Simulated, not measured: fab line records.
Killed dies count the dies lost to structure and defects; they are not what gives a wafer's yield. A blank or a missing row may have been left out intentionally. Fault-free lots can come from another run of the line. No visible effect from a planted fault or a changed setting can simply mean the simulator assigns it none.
Matching of chambers | flow n5_finfet | 3 sister chambers for N5_BEOL_M9_PECVD_70 on pecvd-03
The step deposits SiO2 from TEOS/O2, target thk 20 nm, time 22.7 s. 6 wafers are shown with their chamber, then 9 later ones without.

## EACH WAFER AND ITS CHAMBER
wafer  | chamber | showerhead_plenum_p_Torr (Torr) | heater_power_w (W)
L080.4 | 2       | 8.77                            | 893
L083.3 | 2       | 8.77                            | 953
L083.5 | 1       | 8.68                            | 720
L089.2 | 0       | 8.73                            | 739
L089.3 | 1       | 8.70                            | 694
L089.5 | 0       | 8.71                            | 733

## WAFERS WITHOUT THEIR CHAMBER
wafer  | showerhead_plenum_p_Torr (Torr) | heater_power_w (W)
L090.4 | 8.77                            | 823
L090.5 | 8.72                            | 705
L090.6 | 8.70                            | 602
L094.1 | 8.72                            | 650
L094.2 | 8.78                            | 952
L094.6 | 8.77                            | 939
L093.1 | 8.72                            | 769
L093.2 | 8.70                            | 702
L093.6 | 8.73                            | 734

## WHICH CHAMBER EACH WENT THROUGH
wafer  | from the rows above     | in truth
L090.4 | can't be placed: 2 or 0 | 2
L090.5 | can't be placed: 0 or 1 | 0
L090.6 | can't be placed: 1 or 0 | 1
L094.1 | can't be placed: 0 or 1 | 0
L094.2 | 2                       | 2
L094.6 | 2                       | 2
L093.1 | 0                       | 0
L093.2 | can't be placed: 1 or 0 | 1
L093.6 | 0                       | 0
Correctly placed: 4 of 9. From these rows, 5 cannot be placed; in 5 the true chamber is one of the candidates. Number placed wrongly: 0.
How it was worked out, from the rows above alone: a wafer's distance from a chamber is the root of the sum, over the readings, of the square of ((its reading less the chamber's mean) divided by the reading's scatter). If the next closest chamber is less than 2 further off than the closest, the wafer can't be placed; otherwise it belongs to the closest. The mean given for a chamber averages the wafers shown for that chamber. The scatter is the square root of a quotient: the sum, over the shown wafers, of each reading's squared deviation from its chamber's mean, divided by wafers minus chambers.
